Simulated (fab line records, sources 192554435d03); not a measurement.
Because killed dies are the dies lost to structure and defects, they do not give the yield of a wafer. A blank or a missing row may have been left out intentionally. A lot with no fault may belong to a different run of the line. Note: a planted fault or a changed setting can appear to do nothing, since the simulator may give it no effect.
Matching of chambers	flow n5-finfet	N5_BEOL_M10_ALD_74 on ald-metal-02 has 4 sister chambers
The step deposits TaN, target thk 2 nm, pulse time 2 s, purge time 3 s. 8 wafers are shown with their chamber, then 9 later ones without.

== WAFERS PAIRED WITH THEIR CHAMBERS ==
wafer	chamber	heater-power-w (W)	precursor-vessel-temp-c (C)
L084.3	1	380	75.15
L084.6	2	469	75.10
L087.2	3	338	75.33
L087.5	0	379	74.92
L087.6	1	389	75.15
L088.1	3	327	75.11
L088.4	2	460	75.07
L088.5	0	377	75.17

== WAFERS WITHOUT THEIR CHAMBER ==
wafer	heater-power-w (W)	precursor-vessel-temp-c (C)
L092.1	372	75.01
L092.2	383	74.88
L092.5	376	74.86
L094.2	381	75.07
L094.3	377	75.09
L094.6	469	75.05
L097.2	375	74.95
L097.3	457	75.03
L097.6	398	74.92

== CHAMBER TAKEN BY EACH ==
wafer	from the rows above	in truth
L092.1	can't be placed: 0 or 1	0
L092.2	can't be placed: 0 or 1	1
L092.5	can't be placed: 0 or 1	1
L094.2	can't be placed: 0 or 1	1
L094.3	can't be placed: 0 or 1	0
L094.6	2	2
L097.2	can't be placed: 0 or 1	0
L097.3	2	2
L097.6	can't be placed: 1 or 0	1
2 of 9 placed correctly. These rows do not allow placing 7 (true chamber among the candidates in 7). Wrongly placed: 0.
How it was worked out, from the rows above alone: a wafer's distance from a chamber is the root of the sum, over the readings, of the square of ((its reading less the chamber's mean) divided by the reading's scatter). If the next closest chamber is less than 2 further off than the closest, the wafer can't be placed; otherwise it belongs to the closest. A chamber's mean is the mean of its shown wafers. The scatter: take each reading less its chamber's mean, square it, sum over the shown wafers, divide by the number of wafers less the number of chambers, and take the root.
